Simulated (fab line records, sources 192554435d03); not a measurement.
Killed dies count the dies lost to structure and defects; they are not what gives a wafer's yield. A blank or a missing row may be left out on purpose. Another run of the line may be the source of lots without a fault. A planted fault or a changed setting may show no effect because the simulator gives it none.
Struck lot and sound lot, side by side ; flow n5Finfet ; 25 steps out of a route of 1938
Sound: these wafers, L115.2, L115.4, L115.5. Wafers L118.2, L118.4, L118.6 were the ones struck. Last of all comes the cause.
At each step with rows: each side's tool, then ch and its chambers, then its first start. Under that, the readings that differ: sound wafers ; struck wafers ; difference of the means ; sigmas: that difference in standard deviations of wafers without a fault.
alike: readings whose means differ by less than 2 such deviations, and words and numbers that are the same on both sides. not compared: withheld readings, readings that some wafer has no value for, bounds like >300 that may hide the same value, and numbers for which the record gives no deviation and whose values overlap.
A row with sigmas, a row that says differs or no value, or rows on one side alone: a step with any of these is where the two part. Numbers that don't overlap but have no deviation are shown without sigmas and don't part them. Lack of a reading on every wafer of one side parts them only where that side has two or more wafers.

first, 11 steps without rows for these wafers: N5_BEOL_M4_ETCH_74 (etches underlayer in N2/H2, target depth 6.5 nm, time 5.2 s); N5_BEOL_M4_ETCH_63 (etches SiARC in CF4, target depth 15.6 nm, time 26 s); N5_BEOL_M4_ETCH_64 (etches SOC in N2/H2, target depth 75 nm, overetch 22.5 nm, time 121.9 s); N5_BEOL_M4_STRIP_65 (strips in N2/H2); N5_BEOL_M4_STRIP_75 (strips in N2/H2); N5_BEOL_M4_STRIP_66 (strips in CF4); N5_BEOL_M4_HM_OPEN_17 (chemistry Cl2/BCl3, target TiN, target depth 20 nm, overetch 6 nm); N5_BEOL_M4_STRIP_19 (strips in O2); N5_BEOL_M4_COAT_67 (time 60 s, resist thk 60 nm); N5_BEOL_M4_COAT_68 (time 60 s, resist thk 12 nm); N5_BEOL_M4_COAT_76 (time 60 s, resist thk 5 nm).
N5_BEOL_M4_COAT_22: resist thk 30 nm.
  sound on lithoTrack-01 ch 0, day 10 01:58; struck on lithoTrack-01 ch 0, day 11 06:57
reading;sound;struck;difference;sigmas
spinSpeedRpm (rpm);1501.0 1500.2 1499.6;1630.2 1629.3 1630.7;+129.8;+99 or more
model.CAR-EUV_of_BEOL_M4_COAT_22.thkNm (nm);30.2 30 30.2;28.8 28.6 28.6;-1.5;
then, 9 steps without rows for these wafers: N5_BEOL_M4_EBR_24; N5_BEOL_M4_SOFTBAKE_23 (time 60 s); N5_BEOL_M4_EXPOSE_25 (exposes mask V3, defocus 5 nm); N5_BEOL_M4_PEB_26 (peb time 60 s); N5_BEOL_M4_DEVELOP_27 (develop time 30 s); N5_BEOL_M4_DESCUM_33 (chemistry O2, time 7 s); N5_BEOL_M4_ETCH_77 (etches underlayer in N2/H2, target depth 6.5 nm, time 5.2 s); N5_BEOL_M4_ETCH_69 (etches SiARC in CF4, target depth 15.6 nm, time 26 s); N5_BEOL_M4_ALD_98 (deposits SiO2, target thk 2.5 nm, pulse time 1 s, co reactant pulse time 1 s).
N5_BEOL_M4_ETCHBACK_99: etches SiO2 in CHF3, target depth 5 nm, time 10.4 s.
  sound on rieDiel-01 ch 0,1, day 10 06:47; struck on rieDiel-03 ch 1,2,3, day 11 08:36
reading;sound;struck;difference;sigmas
model.CAR-EUV_of_BEOL_M4_COAT_22.thkNm (nm);10.6 10.6 10.6;9.2 9 9.2;-1.5;
  alike: drypumpMotorCurrentA, oesProductAu, rfVppV, showerheadPlenumPTorr, throttleValvePct
  not compared: rfHoursCounterH
then, 1 step without rows for these wafers: N5_BEOL_M4_ETCH_70 (etches SOC in N2/H2, target depth 80 nm, overetch 24 nm, time 130 s).
N5_BEOL_M4_RC_MEAS_101:
  sound on prober-02 ch 0, day 10 11:07; struck on prober-01 ch 0, day 11 13:15
  alike: DIBL_N, DIBL_P, IOFF_N, IOFF_P, ION_N, ION_P, SS_N, SS_P, VT_N, VT_P
-- a jump in the record: the struck wafers' starts before and after are 4 days apart (it breaks off in module BEOL_M4 and resumes in module PASSIVATION, where the first step shown is number 1936 of the route) --
N5_PASSIVATION_PROBE_49:
  rows exist in the record for the struck wafers here (prober-01, day 15 16:48), but not for the sound ones

== WHERE THEY PART ==
First at N5_BEOL_M4_COAT_22; last, within this record, at N5_PASSIVATION_PROBE_49.

WHY: what had been put in by the simulator
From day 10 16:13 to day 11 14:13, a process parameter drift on lithoTrack-01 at N5_BEOL_M4_COAT_22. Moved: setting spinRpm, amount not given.
